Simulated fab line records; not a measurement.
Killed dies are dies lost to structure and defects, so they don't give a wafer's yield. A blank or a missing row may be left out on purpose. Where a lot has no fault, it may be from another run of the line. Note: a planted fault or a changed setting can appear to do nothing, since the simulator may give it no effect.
Which of the tools did it? || flow n5_finfet || Sampling: 15 lots, 45 wafers, 4 of 1938 route steps

== WHAT EACH GAUGE READ, for each wafer ==
The record lacks any reading of a measuring or inspecting step that a usual standard deviation could be used to judge.

== WHAT TOOL EACH LOT RAN ON (gives the tool, then ch and the chambers of the sampled wafers, and finally the start) ==
{"lot": "L998", "N5_MIM_TOP_ALD_00": "ald_hk-02 ch 1,3, day 14 18:22", "N5_MIM_TOP_ALD_01": "ald_hk-02 ch 1,3, day 14 19:53 or earlier", "N5_MIM_TOP_ALD_02": "ald_hk-02 ch 1,3, day 14 19:53 or earlier", "N5_MIM_TOP_LITHO_DEVELOP_07": "litho_track-02 ch 0, day 14 19:53"}
{"lot": "L997", "N5_MIM_TOP_ALD_00": "ald_hk-01 ch 0,1,3, day 14 19:02", "N5_MIM_TOP_ALD_01": "ald_hk-01 ch 0,1,3, day 14 20:27 or earlier", "N5_MIM_TOP_ALD_02": "ald_hk-01 ch 0,1,3, day 14 20:27 or earlier", "N5_MIM_TOP_LITHO_DEVELOP_07": "litho_track-02 ch 0, day 14 20:27"}
{"lot": "L102", "N5_MIM_TOP_ALD_00": "ald_hk-02 ch 0,1, day 15 20:50", "N5_MIM_TOP_ALD_01": "ald_hk-02 ch 0,1, day 15 21:58 or earlier", "N5_MIM_TOP_ALD_02": "ald_hk-02 ch 0,1, day 15 21:58 or earlier", "N5_MIM_TOP_LITHO_DEVELOP_07": "litho_track-03, day 15 21:58"}
{"lot": "L104", "N5_MIM_TOP_ALD_00": "ald_hk-02 ch 0,1,2, day 16 15:17", "N5_MIM_TOP_ALD_01": "ald_hk-02 ch 0,1,2, day 16 16:26 or earlier", "N5_MIM_TOP_ALD_02": "ald_hk-02 ch 0,1,2, day 16 16:26 or earlier", "N5_MIM_TOP_LITHO_DEVELOP_07": "litho_track-05, day 16 16:26"}
{"lot": "L107", "N5_MIM_TOP_ALD_00": "ald_hk-01 ch 0,2,3, day 16 19:44", "N5_MIM_TOP_ALD_01": "ald_hk-01 ch 0,2,3, day 16 20:42 or earlier", "N5_MIM_TOP_ALD_02": "ald_hk-01 ch 0,2,3, day 16 20:42 or earlier", "N5_MIM_TOP_LITHO_DEVELOP_07": "litho_track-02, day 16 20:42"}
{"lot": "L108", "N5_MIM_TOP_ALD_00": "ald_hk-01 ch 0,1,3, day 18 02:14", "N5_MIM_TOP_ALD_01": "ald_hk-01 ch 0,1,3, day 18 03:24 or earlier", "N5_MIM_TOP_ALD_02": "ald_hk-01 ch 0,1,3, day 18 03:24 or earlier", "N5_MIM_TOP_LITHO_DEVELOP_07": "litho_track-05 ch 0, day 18 03:24"}
{"lot": "L111", "N5_MIM_TOP_ALD_00": "ald_hk-01 ch 0,1,3, day 18 06:18", "N5_MIM_TOP_ALD_01": "ald_hk-01 ch 0,1,3, day 18 07:30 or earlier", "N5_MIM_TOP_ALD_02": "ald_hk-01 ch 0,1,3, day 18 07:30 or earlier", "N5_MIM_TOP_LITHO_DEVELOP_07": "litho_track-03 ch 0, day 18 07:30"}
{"lot": "L112", "N5_MIM_TOP_ALD_00": "ald_hk-03 ch 0,1,3, day 18 22:56", "N5_MIM_TOP_ALD_01": "ald_hk-03 ch 0,1,3, day 19 00:44 or earlier", "N5_MIM_TOP_ALD_02": "ald_hk-03 ch 0,1,3, day 19 00:44 or earlier", "N5_MIM_TOP_LITHO_DEVELOP_07": "litho_track-02 ch 0, day 19 00:44"}
{"lot": "L113", "N5_MIM_TOP_ALD_00": "ald_hk-01 ch 0,1,2, day 18 23:04", "N5_MIM_TOP_ALD_01": "ald_hk-01 ch 0,1,2, day 19 01:53 or earlier", "N5_MIM_TOP_ALD_02": "ald_hk-01 ch 0,1,2, day 19 01:53 or earlier", "N5_MIM_TOP_LITHO_DEVELOP_07": "litho_track-05 ch 0, day 19 01:53"}
{"lot": "L114", "N5_MIM_TOP_ALD_00": "ald_hk-01 ch 0,2,3, day 19 06:02", "N5_MIM_TOP_ALD_01": "ald_hk-01 ch 0,2,3, day 19 07:16 or earlier", "N5_MIM_TOP_ALD_02": "ald_hk-01 ch 0,2,3, day 19 07:16 or earlier", "N5_MIM_TOP_LITHO_DEVELOP_07": "litho_track-02 ch 0, day 19 07:16"}
{"lot": "L118", "N5_MIM_TOP_ALD_00": "ald_hk-02 ch 0,1,2, day 19 11:14", "N5_MIM_TOP_ALD_01": "ald_hk-02 ch 0,1,2, day 19 12:50 or earlier", "N5_MIM_TOP_ALD_02": "ald_hk-02 ch 0,1,2, day 19 12:50 or earlier", "N5_MIM_TOP_LITHO_DEVELOP_07": "litho_track-02 ch 0, day 19 12:50"}
{"lot": "L109", "N5_MIM_TOP_ALD_00": "ald_hk-01 ch 0,1, day 19 11:26", "N5_MIM_TOP_ALD_01": "ald_hk-01 ch 0,1, day 19 12:59 or earlier", "N5_MIM_TOP_ALD_02": "ald_hk-01 ch 0,1, day 19 12:59 or earlier", "N5_MIM_TOP_LITHO_DEVELOP_07": "litho_track-02 ch 0, day 19 12:59"}
{"lot": "L117", "N5_MIM_TOP_ALD_00": "ald_hk-02 ch 1,3, day 20 01:59", "N5_MIM_TOP_ALD_01": "ald_hk-02 ch 1,3, day 20 03:22 or earlier", "N5_MIM_TOP_ALD_02": "ald_hk-02 ch 1,3, day 20 03:22 or earlier", "N5_MIM_TOP_LITHO_DEVELOP_07": "litho_track-03 ch 0, day 20 03:22"}
{"lot": "L120", "N5_MIM_TOP_ALD_00": "ald_hk-01 ch 0,1,3, day 20 10:01", "N5_MIM_TOP_ALD_01": "ald_hk-01 ch 0,1,3, day 20 13:16 or earlier", "N5_MIM_TOP_ALD_02": "ald_hk-01 ch 0,1,3, day 20 13:16 or earlier", "N5_MIM_TOP_LITHO_DEVELOP_07": "litho_track-03 ch 0, day 20 13:16"}
{"lot": "L119", "N5_MIM_TOP_ALD_00": "ald_hk-02 ch 0,2, day 20 17:25", "N5_MIM_TOP_ALD_01": "ald_hk-02 ch 0,2, day 20 18:38 or earlier", "N5_MIM_TOP_ALD_02": "ald_hk-02 ch 0,2, day 20 18:38 or earlier", "N5_MIM_TOP_LITHO_DEVELOP_07": "litho_track-05 ch 0, day 20 18:38"}
- N5_MIM_TOP_ALD_00: deposits Al2O3, purge time 3 s, co reactant pulse time 3 s.
- N5_MIM_TOP_ALD_01: deposits HfO2, target thk 5.6 nm, pulse time 1 s, purge time 3 s.
- N5_MIM_TOP_ALD_02: deposits Al2O3, purge time 3 s, co reactant pulse time 3 s.
- N5_MIM_TOP_LITHO_DEVELOP_07: develop time 60 s.

== AS READ BY THE TOOLS THEMSELVES (means over the sampled wafers that have a number; for cases with no such wafer, the mark the record gives instead) ==
N5_MIM_TOP_ALD_00. Usual: precursor_pulse_height_rel at 1.001, with a standard deviation of 0.021.
{"lot": "L998", "tool": "ald_hk-02", "precursor_pulse_height_rel": 0.991, "flag": ""}
{"lot": "L997", "tool": "ald_hk-01", "precursor_pulse_height_rel": 0.998, "flag": ""}
{"lot": "L102", "tool": "ald_hk-02", "precursor_pulse_height_rel": 1.011, "flag": ""}
{"lot": "L104", "tool": "ald_hk-02", "precursor_pulse_height_rel": 0.989, "flag": ""}
{"lot": "L107", "tool": "ald_hk-01", "precursor_pulse_height_rel": 1.012, "flag": ""}
{"lot": "L108", "tool": "ald_hk-01", "precursor_pulse_height_rel": 0.981, "flag": ""}
{"lot": "L111", "tool": "ald_hk-01", "precursor_pulse_height_rel": 0.995, "flag": ""}
{"lot": "L112", "tool": "ald_hk-03", "precursor_pulse_height_rel": 0.991, "flag": ""}
{"lot": "L113", "tool": "ald_hk-01", "precursor_pulse_height_rel": 1.017, "flag": ""}
{"lot": "L114", "tool": "ald_hk-01", "precursor_pulse_height_rel": 1.014, "flag": ""}
{"lot": "L118", "tool": "ald_hk-02", "precursor_pulse_height_rel": 0.996, "flag": ""}
{"lot": "L109", "tool": "ald_hk-01", "precursor_pulse_height_rel": 0.988, "flag": ""}
{"lot": "L117", "tool": "ald_hk-02", "precursor_pulse_height_rel": 0.990, "flag": ""}
{"lot": "L120", "tool": "ald_hk-01", "precursor_pulse_height_rel": 1.010, "flag": ""}
{"lot": "L119", "tool": "ald_hk-02", "precursor_pulse_height_rel": 1.018, "flag": ""}

N5_MIM_TOP_ALD_01. Usual: precursor_pulse_height_rel at 1.002, with a standard deviation of 0.02.
{"lot": "L998", "tool": "ald_hk-02", "precursor_pulse_height_rel": 0.994, "flag": ""}
{"lot": "L997", "tool": "ald_hk-01", "precursor_pulse_height_rel": 1.007, "flag": ""}
{"lot": "L102", "tool": "ald_hk-02", "precursor_pulse_height_rel": 0.975, "flag": ""}
{"lot": "L104", "tool": "ald_hk-02", "precursor_pulse_height_rel": 0.991, "flag": ""}
{"lot": "L107", "tool": "ald_hk-01", "precursor_pulse_height_rel": 1.007, "flag": ""}
{"lot": "L108", "tool": "ald_hk-01", "precursor_pulse_height_rel": 0.996, "flag": ""}
{"lot": "L111", "tool": "ald_hk-01", "precursor_pulse_height_rel": 1.001, "flag": ""}
{"lot": "L112", "tool": "ald_hk-03", "precursor_pulse_height_rel": 0.997, "flag": ""}
{"lot": "L113", "tool": "ald_hk-01", "precursor_pulse_height_rel": 1.001, "flag": ""}
{"lot": "L114", "tool": "ald_hk-01", "precursor_pulse_height_rel": 1.006, "flag": ""}
{"lot": "L118", "tool": "ald_hk-02", "precursor_pulse_height_rel": 1.027, "flag": ""}
{"lot": "L109", "tool": "ald_hk-01", "precursor_pulse_height_rel": 1.003, "flag": ""}
{"lot": "L117", "tool": "ald_hk-02", "precursor_pulse_height_rel": 1.022, "flag": ""}
{"lot": "L120", "tool": "ald_hk-01", "precursor_pulse_height_rel": 1.008, "flag": ""}
{"lot": "L119", "tool": "ald_hk-02", "precursor_pulse_height_rel": 1.014, "flag": ""}

N5_MIM_TOP_ALD_02. Usual: precursor_pulse_height_rel at 0.998, with a standard deviation of 0.022.
{"lot": "L998", "tool": "ald_hk-02", "precursor_pulse_height_rel": 1.005, "flag": ""}
{"lot": "L997", "tool": "ald_hk-01", "precursor_pulse_height_rel": 1.001, "flag": ""}
{"lot": "L102", "tool": "ald_hk-02", "precursor_pulse_height_rel": 0.976, "flag": ""}
{"lot": "L104", "tool": "ald_hk-02", "precursor_pulse_height_rel": 0.999, "flag": ""}
{"lot": "L107", "tool": "ald_hk-01", "precursor_pulse_height_rel": 0.990, "flag": ""}
{"lot": "L108", "tool": "ald_hk-01", "precursor_pulse_height_rel": 1.007, "flag": ""}
{"lot": "L111", "tool": "ald_hk-01", "precursor_pulse_height_rel": 0.999, "flag": ""}
{"lot": "L112", "tool": "ald_hk-03", "precursor_pulse_height_rel": 0.990, "flag": ""}
{"lot": "L113", "tool": "ald_hk-01", "precursor_pulse_height_rel": 0.996, "flag": ""}
{"lot": "L114", "tool": "ald_hk-01", "precursor_pulse_height_rel": 1.023, "flag": ""}
{"lot": "L118", "tool": "ald_hk-02", "precursor_pulse_height_rel": 1.007, "flag": ""}
{"lot": "L109", "tool": "ald_hk-01", "precursor_pulse_height_rel": 0.998, "flag": ""}
{"lot": "L117", "tool": "ald_hk-02", "precursor_pulse_height_rel": 1.004, "flag": ""}
{"lot": "L120", "tool": "ald_hk-01", "precursor_pulse_height_rel": 0.995, "flag": ""}
{"lot": "L119", "tool": "ald_hk-02", "precursor_pulse_height_rel": 1.013, "flag": ""}

N5_MIM_TOP_LITHO_DEVELOP_07. Usual: chill_plate_temp_C at 23.02 C, with a standard deviation of 0.094.
{"lot": "L998", "tool": "litho_track-02", "chill_plate_temp_C (C)": 23.01, "flag": ""}
{"lot": "L997", "tool": "litho_track-02", "chill_plate_temp_C (C)": 23.02, "flag": ""}
{"lot": "L102", "tool": "litho_track-03", "chill_plate_temp_C (C)": "-", "flag": "OFF"}
{"lot": "L104", "tool": "litho_track-05", "chill_plate_temp_C (C)": "-", "flag": "OFF"}
{"lot": "L107", "tool": "litho_track-02", "chill_plate_temp_C (C)": "-", "flag": "OFF"}
{"lot": "L108", "tool": "litho_track-05", "chill_plate_temp_C (C)": 22.93, "flag": ""}
{"lot": "L111", "tool": "litho_track-03", "chill_plate_temp_C (C)": 23.06, "flag": ""}
{"lot": "L112", "tool": "litho_track-02", "chill_plate_temp_C (C)": 23.14, "flag": ""}
{"lot": "L113", "tool": "litho_track-05", "chill_plate_temp_C (C)": 23.04, "flag": ""}
{"lot": "L114", "tool": "litho_track-02", "chill_plate_temp_C (C)": 23.05, "flag": ""}
{"lot": "L118", "tool": "litho_track-02", "chill_plate_temp_C (C)": 22.98, "flag": ""}
{"lot": "L109", "tool": "litho_track-02", "chill_plate_temp_C (C)": 23.10, "flag": ""}
{"lot": "L117", "tool": "litho_track-03", "chill_plate_temp_C (C)": 23.04, "flag": ""}
{"lot": "L120", "tool": "litho_track-03", "chill_plate_temp_C (C)": 22.88, "flag": ""}
{"lot": "L119", "tool": "litho_track-05", "chill_plate_temp_C (C)": 23.00, "flag": ""}

== THE ANSWER, worked out from the rows above alone ==
Rule: a lot is off if the mean of its wafers that have a number lies more than 3 standard deviations from the usual mean. Also off: a lot with no number at a reading for which 4 or more lots have one. Where the step has rows for the other lots, those lots are counted as sound. Order of review: gauges by route order, followed by the tools' own readings, for which a lot's mean as printed above is used. At the first step where some lot is off, the reading lying furthest off is the one used; lots without a number count as furthest.
Off, at N5_MIM_TOP_LITHO_DEVELOP_07 on chill_plate_temp_C: L102, L104, L107. Without a number there: L102, L104, L107.
A tool fits if, at that step or a process step before it, it ran every lot that is off, and no sound lot after the first of them. Because N5_MIM_TOP_ALD_01 lacks a start for some lots, the hours and order of its lots are taken from N5_MIM_TOP_LITHO_DEVELOP_07. Because N5_MIM_TOP_ALD_02 lacks a start for some lots, the hours and order of its lots are taken from N5_MIM_TOP_LITHO_DEVELOP_07. None of those tried fits.

== WHAT THE SIMULATOR PUT IN ==
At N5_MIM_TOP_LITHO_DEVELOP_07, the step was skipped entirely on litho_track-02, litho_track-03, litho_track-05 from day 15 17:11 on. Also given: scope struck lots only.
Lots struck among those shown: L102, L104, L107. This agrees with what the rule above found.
